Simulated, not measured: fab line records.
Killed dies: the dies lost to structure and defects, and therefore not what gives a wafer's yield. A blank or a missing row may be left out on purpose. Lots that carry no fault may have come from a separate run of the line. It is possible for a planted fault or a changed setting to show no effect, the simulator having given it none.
Chamber matching	flow nand harc	NHARC_A_SGD_CUT_ETCH_58 on rie diel-08 has 4 sister chambers
The step etches the open film in CF4, target depth 39 nm, time 65 s. 4 wafers are shown with their chamber, then 9 later ones without.

EACH WAFER AND ITS CHAMBER
wafer	chamber	showerhead plenum p Torr (Torr)
L087.3	1	1.71
L086.1	3	1.69
L086.3	0	1.82
L086.4	2	1.79

WAFERS WITHOUT THEIR CHAMBER
wafer	showerhead plenum p Torr (Torr)
L089.1	1.79
L089.2	1.82
L089.6	1.82
L094.3	1.71
L094.4	1.79
L094.5	1.69
L096.3	1.69
L096.5	1.69
L096.6	1.81

WHICH CHAMBER EACH WENT THROUGH
wafer	from the rows above	in truth
L089.1	2	2
L089.2	0	0
L089.6	0	0
L094.3	1	1
L094.4	2	2
L094.5	3	3
L096.3	3	3
L096.5	3	3
L096.6	0	0
9 of 9 placed correctly. Left unplaced by these rows: 0. Number placed wrongly: 0.
How it was worked out, from the rows above alone: a wafer's distance from a chamber is the root of the sum, over the readings, of the square of ((its reading less the chamber's mean) divided by the reading's scatter). The wafer belongs to the nearest chamber; if the next one is less than 2 further off, it can't be placed. A chamber's mean is the mean of its shown wafers. The scatter: with one shown wafer a chamber, the root of the mean of the squares of how far each hidden wafer lies from its nearest shown one.
